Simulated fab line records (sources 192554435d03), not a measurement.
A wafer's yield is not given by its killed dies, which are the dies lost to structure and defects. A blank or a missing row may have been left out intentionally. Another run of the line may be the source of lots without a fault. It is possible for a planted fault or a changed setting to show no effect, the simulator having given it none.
Chamber matching || flow n5 finfet || 3 sister chambers for N5_BEOL_M6_ILD_DEP_00 on pecvd-01
The step deposits SiCOH lowk from DEMS/porogen, target thk 179.75 nm, time 33.4 s. 14 wafers are shown with their chamber, then 7 later ones without.

== WAFERS WITH THEIR CHAMBER ==
{"wafer": "L075.1", "chamber": 0, "throttle valve pct (%)": 14.3, "heater power w (W)": 268, "showerhead plenum p Torr (Torr)": 5.747}
{"wafer": "L075.3", "chamber": 1, "throttle valve pct (%)": 15.1, "heater power w (W)": 314, "showerhead plenum p Torr (Torr)": 5.750}
{"wafer": "L075.6", "chamber": 0, "throttle valve pct (%)": 14.3, "heater power w (W)": 274, "showerhead plenum p Torr (Torr)": 5.754}
{"wafer": "L080.1", "chamber": 0, "throttle valve pct (%)": 14.2, "heater power w (W)": 262, "showerhead plenum p Torr (Torr)": 5.735}
{"wafer": "L080.4", "chamber": 1, "throttle valve pct (%)": 15.3, "heater power w (W)": 310, "showerhead plenum p Torr (Torr)": 5.745}
{"wafer": "L080.6", "chamber": 2, "throttle valve pct (%)": 13.9, "heater power w (W)": 278, "showerhead plenum p Torr (Torr)": 5.739}
{"wafer": "L084.4", "chamber": 0, "throttle valve pct (%)": 13.9, "heater power w (W)": 279, "showerhead plenum p Torr (Torr)": 5.767}
{"wafer": "L084.5", "chamber": 1, "throttle valve pct (%)": 15.2, "heater power w (W)": 327, "showerhead plenum p Torr (Torr)": 5.753}
{"wafer": "L084.6", "chamber": 2, "throttle valve pct (%)": 14.0, "heater power w (W)": 241, "showerhead plenum p Torr (Torr)": 5.739}
{"wafer": "L088.1", "chamber": 0, "throttle valve pct (%)": 13.9, "heater power w (W)": 295, "showerhead plenum p Torr (Torr)": 5.751}
{"wafer": "L088.4", "chamber": 2, "throttle valve pct (%)": 14.1, "heater power w (W)": 278, "showerhead plenum p Torr (Torr)": 5.750}
{"wafer": "L088.5", "chamber": 1, "throttle valve pct (%)": 15.0, "heater power w (W)": 319, "showerhead plenum p Torr (Torr)": 5.745}
{"wafer": "L089.1", "chamber": 1, "throttle valve pct (%)": 15.2, "heater power w (W)": 283, "showerhead plenum p Torr (Torr)": 5.737}
{"wafer": "L089.3", "chamber": 0, "throttle valve pct (%)": 13.9, "heater power w (W)": 289, "showerhead plenum p Torr (Torr)": 5.759}

SIGNATURES (averages over the wafers above)
{"reading": "throttle valve pct", "chamber 0": 14.083, "chamber 1": 15.160, "chamber 2": 14.000, "scatter within a chamber": 0.16}
{"reading": "heater power w", "chamber 0": 277.83, "chamber 1": 310.60, "chamber 2": 265.67, "scatter within a chamber": 16}
{"reading": "showerhead plenum p Torr", "chamber 0": 5.75217, "chamber 1": 5.74600, "chamber 2": 5.74267, "scatter within a chamber": 0.00864}
Rule: for a wafer and a chamber, the distance is found by dividing, reading by reading, the gap between the wafer's reading and the chamber's mean by the reading's scatter, squaring, summing and taking the root. If the next closest chamber is less than 2 further off than the closest, the wafer can't be placed; otherwise it belongs to the closest. The scatter: the root of (the sum of the squares of (reading less its chamber's mean) over the shown wafers, divided by (wafers less chambers)).

== WAFERS MISSING THEIR CHAMBER ==
{"wafer": "L089.6", "throttle valve pct (%)": 14.7, "heater power w (W)": 295, "showerhead plenum p Torr (Torr)": 5.738}
{"wafer": "L095.1", "throttle valve pct (%)": 14.1, "heater power w (W)": 269, "showerhead plenum p Torr (Torr)": 5.750}
{"wafer": "L095.4", "throttle valve pct (%)": 14.1, "heater power w (W)": 278, "showerhead plenum p Torr (Torr)": 5.729}
{"wafer": "L095.5", "throttle valve pct (%)": 15.0, "heater power w (W)": 283, "showerhead plenum p Torr (Torr)": 5.746}
{"wafer": "L094.1", "throttle valve pct (%)": 14.5, "heater power w (W)": 237, "showerhead plenum p Torr (Torr)": 5.753}
{"wafer": "L094.4", "throttle valve pct (%)": 14.0, "heater power w (W)": 240, "showerhead plenum p Torr (Torr)": 5.747}
{"wafer": "L094.6", "throttle valve pct (%)": 14.3, "heater power w (W)": 248, "showerhead plenum p Torr (Torr)": 5.744}

== EACH ONE'S CHAMBER ==
{"wafer": "L089.6", "from the rows above": "can't be placed: 1 or 0 or 2", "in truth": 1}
{"wafer": "L095.1", "from the rows above": "can't be placed: 0 or 2", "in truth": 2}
{"wafer": "L095.4", "from the rows above": "can't be placed: 2 or 0", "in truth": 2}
{"wafer": "L095.5", "from the rows above": 1, "in truth": 1}
{"wafer": "L094.1", "from the rows above": "can't be placed: 0 or 2", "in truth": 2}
{"wafer": "L094.4", "from the rows above": "can't be placed: 2 or 0", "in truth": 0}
{"wafer": "L094.6", "from the rows above": "can't be placed: 2 or 0", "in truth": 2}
Placed correctly: 1 of 7. Can't be placed from these rows: 6 (the true chamber is among the candidates in 6). Number placed wrongly: 0.
